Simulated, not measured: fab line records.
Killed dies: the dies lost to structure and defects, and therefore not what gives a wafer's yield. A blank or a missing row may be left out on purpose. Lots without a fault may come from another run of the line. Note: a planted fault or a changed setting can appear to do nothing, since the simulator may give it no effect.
Split-lot trial + flow n5Finfet + 39 wafers read from 7 lots, route of 1938 steps

## THE SPLIT
At N5_HKMG_FIN_ETCH_54 (etches SiARC in CF4, target depth 45.5 nm, time 75.8 s), the setting sourceW was moved away from the recipe's 545 W on 9 of the 39 wafers read, by +9.2% to +12.7%. All remaining wafers had this setting at the recipe value.

The reading is taken at the split's own step.

## THE READING
rfVppV, in V, at N5_HKMG_FIN_ETCH_54 (etches SiARC in CF4, target depth 45.5 nm, time 75.8 s). A value of 183.9 V with a standard deviation of 1.2 V is what fault-free wafers of this fab line usually give.

| wafer  | tool, chamber at the split | sourceW as run, W | against the recipe | rfVppV, V | against lot-mates on the recipe |
|--------|----------------------------|-------------------|--------------------|-----------|---------------------------------|
| L082.1 | rieDiel-04, 0              | 545               | recipe             | 184.3     | -                               |
| L082.2 | rieDiel-04, 2              | 545               | recipe             | 182.9     | -                               |
| L082.3 | rieDiel-04, 1              | 594.9             | +9.2%              | 176.1     | -8.4                            |
| L082.4 | rieDiel-04, 3              | 545               | recipe             | 186.3     | -                               |
| L082.5 | rieDiel-04, 0              | 594.9             | +9.2%              | 179.1     | -5.4                            |
| L082.6 | rieDiel-04, 3              | 594.9             | +9.2%              | 180.2     | -4.3                            |
| L083.1 | rieDiel-05, 1              | 545               | recipe             | 183.2     | -                               |
| L083.2 | rieDiel-05, 3              | 545               | recipe             | 181.6     | -                               |
| L083.3 | rieDiel-05, 2              | 600.9             | +10.3%             | 177.5     | -5.7                            |
| L083.4 | rieDiel-05, 1              | 545               | recipe             | 184.7     | -                               |
| L083.5 | rieDiel-05, 2              | 600.9             | +10.3%             | 177.6     | -5.6                            |
| L083.6 | rieDiel-05, 3              | 600.9             | +10.3%             | 176.4     | -6.8                            |
| L084.1 | rieDiel-01, 3              | 545               | recipe             | 183.6     | -                               |
| L084.4 | rieDiel-01, 0              | 545               | recipe             | 183.7     | -                               |
| L084.5 | rieDiel-01, 0              | 545               | recipe             | 183.2     | -                               |
| L086.1 | rieDiel-05, 0              | 614.1             | +12.7%             | 176.9     | -7.3                            |
| L086.2 | rieDiel-05, 1              | 545               | recipe             | 184.2     | -                               |
| L086.3 | rieDiel-05, 3              | 545               | recipe             | 183.4     | -                               |
| L086.4 | rieDiel-05, 2              | 545               | recipe             | 185.0     | -                               |
| L086.5 | rieDiel-05, 2              | 614.1             | +12.7%             | 177.4     | -6.8                            |
| L086.6 | rieDiel-05, 3              | 614.1             | +12.7%             | 176.1     | -8.1                            |
| L087.1 | rieDiel-05, 1              | 545               | recipe             | 182.0     | -                               |
| L087.2 | rieDiel-05, 0              | 545               | recipe             | 183.6     | -                               |
| L087.3 | rieDiel-05, 2              | 545               | recipe             | 184.2     | -                               |
| L087.4 | rieDiel-05, 3              | 545               | recipe             | 183.7     | -                               |
| L087.5 | rieDiel-05, 0              | 545               | recipe             | 183.4     | -                               |
| L087.6 | rieDiel-05, 3              | 545               | recipe             | 183.0     | -                               |
| L090.1 | rieDiel-01, 3              | 545               | recipe             | 184.5     | -                               |
| L090.2 | rieDiel-01, 0              | 545               | recipe             | 183.6     | -                               |
| L090.3 | rieDiel-01, 1              | 545               | recipe             | 185.4     | -                               |
| L090.4 | rieDiel-01, 2              | 545               | recipe             | 183.1     | -                               |
| L090.5 | rieDiel-01, 3              | 545               | recipe             | 184.5     | -                               |
| L090.6 | rieDiel-01, 0              | 545               | recipe             | 184.5     | -                               |
| L097.1 | rieDiel-01, 0              | 545               | recipe             | 184.3     | -                               |
| L097.2 | rieDiel-01, 1              | 545               | recipe             | 186.6     | -                               |
| L097.3 | rieDiel-01, 2              | 545               | recipe             | 182.9     | -                               |
| L097.4 | rieDiel-01, 0              | 545               | recipe             | 183.3     | -                               |
| L097.5 | rieDiel-01, 1              | 545               | recipe             | 184.7     | -                               |
| L097.6 | rieDiel-01, 2              | 545               | recipe             | 184.1     | -                               |

FIT RESULTS
A straight line over all 39 wafers: rfVppV changes by -0.598 V for each +1% of sourceW; r = -0.93; the points scatter about the line by 1.1 V.
The same after taking each lot's own level away (the mean of its wafers on the recipe; 39 wafers): -0.601 V for each +1%; r = -0.94; scatter 1 V.
That fit puts the effect of the largest move of sourceW on the reading at 7.6 V.
From 183.17 to 184.50 V: that is the span of the lots' own levels, equal to 1.1 times the standard deviation above.
Hence the lot-to-lot level has little effect on the slope; both slopes agree.
Check: with one of the wafers moved furthest among these (+12.7%) left out of the fit, the line predicts -7.69 V for it against its lot-mates. Against them it came out at -7.3 V.
Tool readings at the split's step, against how far the setting was moved: rfVppV r = -0.93.

## OTHER SPLITS APPLIED TO THESE WAFERS
These wafers also went through other splits before the reading. Each is held against what the fit with the lots' levels taken away leaves over:
| other split on the same wafers     | wafers away from the commonest value | r with rfVppV (lot level and that fit taken away) |
|------------------------------------|--------------------------------------|---------------------------------------------------|
| N5_DUMMY_GATE_ETCH_31 targetDepthA | 9                                    | -0.03                                             |
| N5_SD_EPI_N_ETCH_16 targetDepthA   | 18                                   | +0.04                                             |

## FILE'S OWN FIT
rfVppV changes by -0.601 V for each +1% of sourceW, r = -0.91.
